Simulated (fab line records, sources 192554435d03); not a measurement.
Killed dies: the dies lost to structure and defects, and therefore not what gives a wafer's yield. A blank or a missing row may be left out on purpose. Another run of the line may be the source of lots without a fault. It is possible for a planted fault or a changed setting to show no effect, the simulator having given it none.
Code-filled problem report in 8D (eight disciplines) form | flow n5 finfet | the parts of the form that need people (team, actions taken, sign-off) are left out

## 1. WHAT WENT WRONG
IOFF_P at N5_BEOL_M4_RC_MEAS_101 reads a mean of 0.87 nA/um on 3 wafers of 3 lots; wafers without a fault read 0.22 nA/um with a standard deviation of 0.033. That puts it +20 standard deviations away from the usual mean.
Earliest sighting: wafer L153.1 on prober-01 at day 9 17:05. Wafers with a number at this step in the record: 27, from 10 lots. Rule for "out", or "out of limits": more than 4 standard deviations from the usual mean. Any other wafer with a number is counted as sound.

## 2. WHAT IT IS AND WHAT IT IS NOT
question                    | is                               | is not
which readings at this step | IOFF_P, DIBL_P, IOFF_P_85C, SS_P | DIBL_N, IOFF_N, SS_N
which lots                  | L153, L154, L156                 | L149, L150, L161, L166, L167, L168, L172
which wafers of those lots  | L153.1, L154.6, L156.1           | L153.4, L154.4, L156.4
read on which gauges        | prober-01, prober-02             | -
when                        | from day 9 17:05                 | up to then (7 sound wafers); but 17 sound wafers of L154, L156, L161, L166, L167, L168, L172 came after

## 3. THE SUSPECTS, EACH WITH WHAT RULES IT OUT
Counting: any tool at a process step up to the reading remains a suspect provided it ran every lot that is out. Sound lots after the first of them don't rule it out here, since some wafers of a struck lot are sound.
- the gauge at N5_BEOL_M4_RC_MEAS_101: ruled out. The wafers that are out were read on 2 gauges (prober-01, prober-02).
- rie si-06 at N5_SD_EPI_P_SD_RECESS_17 (chemistry HBr/Cl2/O2, target depth 39.1 nm, bt time 3 s): kept. It ran every lot that is out, first L153 (day 4 07:58); its last sound lot up to then is L150 (day 3 14:51).
Left after counting: rie si-06 at N5_SD_EPI_P_SD_RECESS_17.

## 4. THE CAUSE (what the simulator had put in)
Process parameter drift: rie si-06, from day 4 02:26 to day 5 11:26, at N5_SD_EPI_P_SD_RECESS_17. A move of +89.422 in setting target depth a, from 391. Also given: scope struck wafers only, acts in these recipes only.
The count eliminated every tool but this one.

## 5. THE CHAIN OF EFFECTS, in route order
Each row: a reading where the mean over the struck wafers with a number is more than 3 standard deviations away from the usual. Readings are gone through only where the record gives a usual standard deviation; hours: the median, over the lots, of the time from a lot's start at the first step in this table giving one to that lot's start at this step; sigmas: the change measured in usual standard deviations.
hours | step                    | reading        | usual       | on struck wafers | change | sigmas
0     | N5_BEOL_M4_RC_MEAS_101  | DIBL_P         | 36.3 mV/V   | 46.5             | +10.2  | +7.3
0     | N5_BEOL_M4_RC_MEAS_101  | IOFF_P         | 0.22 nA/um  | 0.87             | +0.65  | +20
0     | N5_BEOL_M4_RC_MEAS_101  | IOFF_P_85C     | 3.7 nA/um   | 12.1             | +8.4   | +18
0     | N5_BEOL_M4_RC_MEAS_101  | IOFF_P_LIN     | 0.103 nA/um | 0.159            | +0.056 | +4.3
0     | N5_BEOL_M4_RC_MEAS_101  | ION_P          | 465 uA/um   | 493              | +28    | +3.4
0     | N5_BEOL_M4_RC_MEAS_101  | SS_P           | 73.3 mV/dec | 81.4             | +8.1   | +15
0     | N5_BEOL_M4_RC_MEAS_101  | VT_P_LVT       | -98.3 mV    | -89.6            | +8.7   | +3.2
109   | N5_PASSIVATION_PROBE_49 | sort n pass    | 1075        | 238              | -837   | -52
109   | N5_PASSIVATION_PROBE_49 | sort yield pct | 91.1 %      | 20.1             | -71.0  | -51
Its process steps:
- N5_PASSIVATION_PROBE_49

## 6. WHAT WOULD HAVE CAUGHT IT SOONER
135 hours passed between the start of the fault at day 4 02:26 and the first reading out of limits at a measuring or inspecting step in this record, taken at day 9 17:05.
An alarm limit of 4 standard deviations would not have fired on the tool readings at N5_SD_EPI_P_SD_RECESS_17 for which the record gives a usual standard deviation, since none of them was out on any struck wafer.
Each of the lots that are out, 3 in all, had begun N5_SD_EPI_P_SD_RECESS_17 on rie si-06 no later than day 9 17:05. None of them would have been spared by holding the tool at that moment.
